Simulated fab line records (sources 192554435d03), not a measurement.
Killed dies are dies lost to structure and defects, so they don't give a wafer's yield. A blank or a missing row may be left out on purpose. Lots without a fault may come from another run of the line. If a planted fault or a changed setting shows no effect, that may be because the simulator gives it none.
fab line records	flow n5Finfet
record: lots: 10	wafers: 28	lastDay: 18
route steps=1938 shown BEOL_M3@967 BEOL_M4@1111
lots untouched by any fault: they come from a run of this same line in which no faults occurred
startH: hours from the record's first day to the start of the lot's first wafer shown	waitH: hours from the lot's prior step to this one	" as in the row above	L1.1+2: a row that stands for several wafers	- no value, or no start given	* or withheld: withheld	< > ~ a bound
route shown NAME@n: names a module that has steps shown in the file, with the first one's number in the route	usual: mean and standard deviation over wafers with no fault	same: alike in all rows	chamber/n: place in a boat	sites: per-site readings	_std_site: how widely they spread, as a standard deviation	_edge_site: inner sites' mean taken away from outer sites' mean	radiusMm: how far each site lies from the wafer's centre	mask NAME#n: copy n	behind: the tool/chamber that last shaped the wafer	hold: what put the lot on hold/how long, in hours/how the hold closed	device: transistor that didn't switch, given as n, p or np	end of line: the same wafers' tests at the end of the route	a step with no rows: only its recipe	killed: dies that structure and defects cost at the first sort, which is not the same as the wafer's yield	map: a wafer's dies, marking killed ones x, the rest . and places with no die _
set.NAME: the setting the step ran with; set.NAME@STEP: the setting that earlier step ran with	model.NAME: the simulator's own value behind a step, which no gauge read
steps of the route over a sample of lots; a table a step, a row a wafer
services: the hour from which a tool's chamber was out of use, counted from the record's first day as startH (under 0 if before that day), plus the number of hours and why
== steps ==
step: N5_BEOL_M3_OVL_MEAS_29
recipe: pointsPerWafer: 522
usual: V2_OVL: -0.1/0.64
lot.wafer	tool	chamber	startH	waitH	V2_OVL[nm]
L986.3	overlay-02	0	146.45	0.0	-0.4
L986.4	"	0	"	"	-0.7
L986.6	"	0	"	"	-0.8
L987.1	overlay-02	0	154.43	0.0	0.0
L987.3	"	0	"	"	-0.1
L987.5	"	0	"	"	0.7
L988.3	overlay-01	0	163.83	0.0	-0.5
L988.5	"	0	"	"	1.0
L988.6	"	0	"	"	-0.5
L989.1	overlay-02	0	171.90	0.0	0.6
L989.2	"	0	"	"	0.0
L989.6	"	0	"	"	-0.2
L990.5	overlay-02	0	176.37	0.0	-0.3
L990.6	"	0	"	"	-0.6
L993.1	overlay-02	0	195.12	0.1	-1.4
L993.6	"	0	"	"	0.3
L998.1	overlay-02	0	225.51	0.0	-0.8
L998.2	"	0	"	"	-0.7
L998.3	"	0	"	"	-1.1
L102.2	overlay-02	0	247.15	0.0	0.1
L102.4	"	0	"	"	0.4
L102.6	"	0	"	"	-0.1
L105.2	overlay-02	0	255.79	0.0	-0.2
L105.4	"	0	"	"	0.2
L105.5	"	0	"	"	-0.9
L108.2	overlay-02	0	284.34	0.0	-0.2
L108.4	"	0	"	"	-0.1
L108.6	"	0	"	"	-0.4
step: N5_BEOL_M3_ETCHBACK_99
recipe: chemistry: CHF3	target: SiO2	targetDepthA: 50	timeS: 10.4	sourceW: 215	biasW: 47	Ar_flow_sccm: 200	CHF3_flow_sccm: 12	ionEnergyEv: 100	pressureMtorr: 30
usual: drypumpMotorCurrentA: 5.77/0.26	oesProductAu: 0.79/0.077	rfVppV: 241/3.4	showerheadPlenumPTorr: 2.17/0.071	throttleValvePct: 17.03/0.27
lot.wafer	tool	chamber	startH	waitH	drypumpMotorCurrentA	oesProductAu	rfHoursCounterH	rfVppV	showerheadPlenumPTorr	throttleValvePct
L986.3	rieDiel-06	0	148.08	1.1	6.06	0.72	199	234	2.15	17.29
L986.4	"	3	"	"	5.83	0.87	43	237	2.10	16.64
L986.6	"	1	"	"	5.40	0.76	-	241	2.23	17.02
L987.1	rieDiel-06	3	161.05	5.7	5.87	0.88	47	237	2.09	16.63
L987.3	"	0	"	"	6.09	0.72	204	236	2.15	17.31
L987.5	"	2	"	"	5.85	0.75	-	245	2.14	17.17
L988.3	rieDiel-05	1	169.32	5.1	5.90	0.70	205	243	2.23	17.43
L988.5	"	1	"	"	5.90	0.70	-	242	2.23	17.43
L988.6	"	3	"	"	5.62	0.91	-	240	2.19	16.95
L989.1	rieDiel-06	0	175.36	2.9	6.11	0.72	208	236	2.15	17.30
L989.2	"	3	"	"	5.84	0.87	51	237	2.09	16.67
L989.6	"	3	"	"	5.84	0.87	-	238	2.09	16.63
L990.5	rieDiel-06	1	181.88	5.1	5.40	0.75	-	240	2.22	17.05
L990.6	"	2	"	"	5.83	0.76	-	244	2.14	17.18
L993.1	rieDiel-06	3	205.40	10.0	5.85	0.85	62	238	2.09	16.65
L993.6	"	0	"	"	6.13	0.71	-	235	2.15	17.30
L998.1	rieDiel-03	1	230.36	4.6	6.31	0.70	180	242	2.23	16.79
L998.2	"	2	"	"	5.70	0.87	64	241	2.29	16.81
L998.3	"	3	"	"	5.45	0.78	130	243	2.07	17.18
L102.2	rieDiel-05	3	250.26	2.8	5.64	0.86	42	242	2.18	16.99
L102.4	"	0	"	"	5.61	0.89	25	248	2.20	16.60
L102.6	"	2	"	"	6.03	0.68	-	236	2.04	17.42
L105.2	rieDiel-05	1	261.49	5.1	5.90	0.68	235	240	2.22	17.50
L105.4	"	0	"	"	5.62	0.89	29	247	2.20	16.61
L105.5	"	0	"	"	5.63	0.89	-	248	2.20	16.62
L108.2	rieDiel-03	1	295.43	9.0	6.35	0.68	202	242	2.22	16.84
L108.4	"	2	"	"	5.71	0.84	91	243	2.28	16.84
L108.6	"	3	"	"	5.45	0.76	-	243	2.07	17.22
step: N5_BEOL_M3_TRENCH_ETCH_37
recipe: chemistry: C4F6/O2	targetDepthA: 555.55	target: SiOC	timeS: 29.2	ionEnergyEv: 250	pressureMtorr: 30	sourceW: 355	biasW: 185	Ar_flow_sccm: 300	C4F6_flow_sccm: 10	O2_flow_sccm: 10
usual: drypumpMotorCurrentA: 5.77/0.27	oesProductAu: 0.79/0.077	rfVppV: 667/9.4	runLengthS: 52.5/0.42	showerheadPlenumPTorr: 2.87/0.091	throttleValvePct: 20.82/0.26
lot.wafer	tool	chamber	startH	waitH	drypumpMotorCurrentA	oesProductAu	rfHoursCounterH	rfVppV	runLengthS	showerheadPlenumPTorr	throttleValvePct
L986.3	rieDiel-06	0	148.32	-	6.10	0.72	199	653	52.6	2.85	21.08
L986.4	"	3	"	"	5.85	0.87	43	656	52.3	2.77	20.41
L986.6	"	1	"	"	5.43	0.77	-	667	52.6	2.94	20.81
L987.1	rieDiel-06	3	161.29	-	5.85	0.87	47	657	52.0	2.77	20.42
L987.3	"	0	"	"	6.14	0.71	204	653	52.4	2.84	21.08
L987.5	"	2	"	"	5.84	0.76	-	678	53.1	2.83	20.95
L988.3	rieDiel-05	1	169.56	-	5.90	0.70	205	669	52.6	2.95	21.23
L988.5	"	1	"	"	5.93	0.70	-	669	52.4	2.95	21.23
L988.6	"	3	"	"	5.64	0.91	-	669	52.0	2.90	20.77
L989.1	rieDiel-06	0	175.60	-	6.10	0.72	208	654	41.5	2.84	21.08
L989.2	"	3	"	"	5.86	0.86	51	657	52.3	2.77	20.42
L989.6	"	3	"	"	5.85	0.86	-	656	52.2	2.77	20.42
L990.5	rieDiel-06	1	182.11	-	5.42	0.76	-	666	41.1	2.94	20.82
L990.6	"	2	"	"	5.84	0.76	-	679	53.1	2.83	20.96
L993.1	rieDiel-06	3	205.64	-	5.82	0.84	62	655	41.1	2.77	20.43
L993.6	"	0	"	"	6.13	0.71	-	653	52.6	2.84	21.11
L998.1	rieDiel-03	1	230.59	-	6.35	0.70	180	666	51.9	2.95	20.55
L998.2	"	2	"	"	5.72	0.86	64	669	52.2	3.02	20.60
L998.3	"	3	"	"	5.46	0.79	131	671	52.9	2.75	20.97
L102.2	rieDiel-05	3	250.50	-	5.63	0.87	42	667	51.7	2.89	20.79
L102.4	"	0	"	"	5.60	0.88	25	683	52.7	2.90	20.40
L102.6	"	2	"	"	6.06	0.68	-	648	52.7	2.71	21.20
L105.2	rieDiel-05	1	261.73	-	5.92	0.68	235	669	52.4	2.93	21.29
L105.4	"	0	"	"	5.64	0.90	29	683	52.9	2.90	20.40
L105.5	"	0	"	"	5.63	0.88	-	682	52.8	2.90	20.41
L108.2	rieDiel-03	1	295.67	-	6.35	0.69	202	667	52.2	2.94	20.57
L108.4	"	2	"	"	5.71	0.83	91	669	52.1	3.01	20.64
L108.6	"	3	"	"	5.47	0.76	-	670	53.3	2.74	21.03
step: N5_BEOL_M3_OCD_MEAS_38
usual: trenchDepthNm: 55.5/1
lot.wafer	tool	chamber	startH	waitH	trenchDepthNm
L986.3	ocd-02	-	148.47	-	54.6
L986.4	"	-	"	"	55.3
L986.6	"	-	"	"	54.8
L987.1	ocd-01	-	161.44	-	55.7
L987.3	"	-	"	"	54.4
L987.5	"	-	"	"	55.6
L988.3	ocd-01	-	169.71	-	55.0
L988.5	"	-	"	"	55.2
L988.6	"	-	"	"	57.2
L989.1	ocd-02	-	175.75	-	34.3
L989.2	"	-	"	"	55.9
L989.6	"	-	"	"	55.7
L990.5	ocd-02	-	182.26	-	35.3
L990.6	"	-	"	"	56.7
L993.1	ocd-01	-	205.79	-	34.7
L993.6	"	-	"	"	55.3
L998.1	ocd-01	-	230.75	-	52.7
L998.2	"	-	"	"	55.9
L998.3	"	-	"	"	56.1
L102.2	ocd-02	-	250.66	-	56.4
L102.4	"	-	"	"	55.1
L102.6	"	-	"	"	54.4
L105.2	ocd-01	-	261.89	-	55.8
L105.4	"	-	"	"	55.8
L105.5	"	-	"	"	55.4
L108.2	ocd-01	-	295.82	-	53.4
L108.4	"	-	"	"	56.1
L108.6	"	-	"	"	55.3
step: N5_BEOL_M3_DEGAS_44
recipe: ambient: vacuum	tempC: 250	timeS: 60
usual: heaterPowerW: 329/31
lot.wafer	tool	chamber	startH	waitH	heaterPowerW
L986.3	pvdSputter-02	-	149.02	0.4	286
L986.4	"	-	"	"	341
L986.6	"	-	"	"	333
L987.1	pvdSputter-01	-	162.28	0.7	357
L987.3	"	-	"	"	294
L987.5	"	-	"	"	338
L988.3	pvdSputter-03	-	170.23	0.4	410
L988.5	"	-	"	"	407
L988.6	"	-	"	"	313
L989.1	pvdSputter-03	-	176.67	0.8	348
L989.2	"	-	"	"	316
L989.6	"	-	"	"	412
L990.5	pvdSputter-01	-	182.62	0.2	299
L990.6	"	-	"	"	341
L993.1	pvdSputter-01	-	206.45	0.5	340
L993.6	"	-	"	"	343
L998.1	pvdSputter-02	-	231.31	0.4	333
L998.2	"	-	"	"	353
L998.3	"	-	"	"	307
L102.2	pvdSputter-01	-	251.08	0.3	311
L102.4	"	-	"	"	345
L102.6	"	-	"	"	349
L105.2	pvdSputter-03	-	262.30	0.3	350
L105.4	"	-	"	"	405
L105.5	"	-	"	"	302
L108.2	pvdSputter-02	-	296.19	0.2	338
L108.4	"	-	"	"	280
L108.6	"	-	"	"	337
step: N5_BEOL_M4_RC_MEAS_101
usual: DIBL_N: 36.0/2	DIBL_P: 36.2/2.2	IOFF_N: 0.16/0.034	IOFF_P: 0.21/0.04	ION_N: 675/12	ION_P: 463/7.2	SS_N: 71.6/0.6	SS_P: 73.3/0.67	VT_N: 250/3	VT_P: -251/3.4
lot.wafer	tool	chamber	startH	waitH	DIBL_N[mV/V]	DIBL_P[mV/V]	IOFF_N[nA/um]	IOFF_P[nA/um]	ION_N[uA/um]	ION_P[uA/um]	SS_N[mV/dec]	SS_P[mV/dec]	VT_N[mV]	VT_P[mV]
L986.3	prober-02	0	169.71	0.3	37.7	36.6	0.17	0.21	670	452	72.3	74.3	251	-252
L986.4	"	0	"	"	35.6	34.6	0.12	0.18	662	457	72.2	73.1	253	-255
L986.6	"	0	"	"	35.6	34.4	0.14	0.18	650	451	71.8	73.6	250	-256
L987.1	prober-01	0	178.60	0.0	38.6	39.1	0.22	0.26	692	468	71.6	73.7	248	-250
L987.3	"	0	"	"	37.0	37.7	0.19	0.24	684	467	71.2	73.8	246	-248
L987.5	"	0	"	"	36.2	36.8	0.18	0.22	683	464	71.8	73.9	245	-250
L988.3	prober-02	0	188.79	0.3	33.9	35.7	0.13	0.18	667	460	71.1	73.1	251	-252
L988.5	"	0	"	"	35.8	37.6	0.15	0.19	680	460	71.4	73.6	248	-253
L988.6	"	0	"	"	33.0	34.6	0.11	0.16	648	445	71.1	72.9	255	-255
L989.1	prober-02	0	193.11	0.0	36.7	38.3	0.18	0.23	680	465	71.9	72.7	249	-249
L989.2	"	0	"	"	34.7	36.3	0.15	0.20	669	461	71.4	72.7	251	-252
L989.6	"	0	"	"	35.8	37.5	0.16	0.21	669	460	71.4	72.5	248	-252
L990.5	prober-02	0	198.66	0.6	36.7	36.1	0.16	0.18	673	455	71.7	72.3	251	-254
L990.6	"	0	"	"	34.6	35.2	0.13	0.17	665	461	70.6	72.1	250	-252
L993.1	prober-01	0	217.68	0.0	38.6	39.9	0.24	0.29	697	474	72.4	74.3	242	-245
L993.6	"	0	"	"	37.7	38.0	0.22	0.26	693	470	72.3	73.6	245	-248
L998.1	prober-01	0	245.20	0.0	37.9	39.9	0.20	0.28	682	468	72.1	74.6	244	-246
L998.2	"	0	"	"	37.9	39.9	0.20	0.29	694	481	72.4	73.7	245	-246
L998.3	"	0	"	"	35.4	36.6	0.16	0.24	678	470	71.5	73.3	248	-248
L102.2	prober-01	0	269.60	0.2	37.9	38.1	0.19	0.26	691	474	72.3	73.6	248	-245
L102.4	"	0	"	"	37.9	37.8	0.19	0.26	697	472	72.0	73.1	245	-245
L102.6	"	0	"	"	36.9	36.9	0.17	0.23	681	464	71.6	73.2	248	-249
L105.2	prober-02	0	275.28	0.2	35.3	36.7	0.16	0.24	681	470	71.8	73.5	248	-247
L105.4	"	0	"	"	39.6	39.8	0.24	0.31	696	475	73.1	74.0	248	-246
L105.5	"	0	"	"	34.0	33.5	0.14	0.20	660	460	71.3	72.9	251	-250
L108.2	prober-01	0	311.77	0.2	39.8	39.3	0.24	0.29	696	470	72.4	74.2	243	-246
L108.4	"	0	"	"	35.9	36.6	0.17	0.23	690	464	71.0	72.5	247	-247
L108.6	"	0	"	"	35.3	35.1	0.15	0.21	669	467	71.4	72.7	251	-252
== services ==
tool	chamber	startH	hours	kind
rieDiel-05	0	154.46	-	clean
rieDiel-05	0	154.46	-	consumableReplace:focusRing
rieDiel-05	0	154.46	21.4	scheduledDown
rieDiel-05	0	154.46	21.4	ventCycle
rieDiel-03	-	157.42	0.6	repair
rieDiel-03	3	181.91	13.3	repair
rieDiel-05	3	199.25	6.7	repair
rieDiel-05	-	215.61	0.7	repair
rieDiel-05	3	239.24	9.6	repair
rieDiel-06	2	252.13	10.8	repair
rieDiel-06	0	256.55	7.3	repair
rieDiel-06	1	257.61	3.4	repair
rieDiel-03	1	264.32	8.9	repair
rieDiel-05	-	264.84	14.6	pm
pvdSputter-01	-	272.12	7.8	repair
rieDiel-06	3	291.33	1.9	repair
== key ==
firstSign: step: N5_BEOL_M3_TRENCH_ETCH_37	reading: runLengthS	direction: down	sigmas: 27	usual: *	struck: *
effect: step: N5_BEOL_M3_OCD_MEAS_38	reading: trenchDepthNm	direction: down	sigmas: 20	usual: 55.5	struck: 34.7
metAt N5_BEOL_M3_TRENCH_ETCH_37
struckLots L989,L990,L993
struckWafers L989.1,L990.5,L993.1
notActingAt N5_BEOL_M3_OVL_MEAS_29,N5_BEOL_M3_ETCHBACK_99,N5_BEOL_M3_DEGAS_44
onsetBetween 161.29 175.60
fault: kind: processParameterDrift	tool: rieDiel-06	chamber: -	onsetH: 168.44	steps: N5_BEOL_M3_TRENCH_ETCH_37	channel: timeS	offset: *	shape: step	endH: 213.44	scope: struckWafersOnly	actsIn: *	stated: *
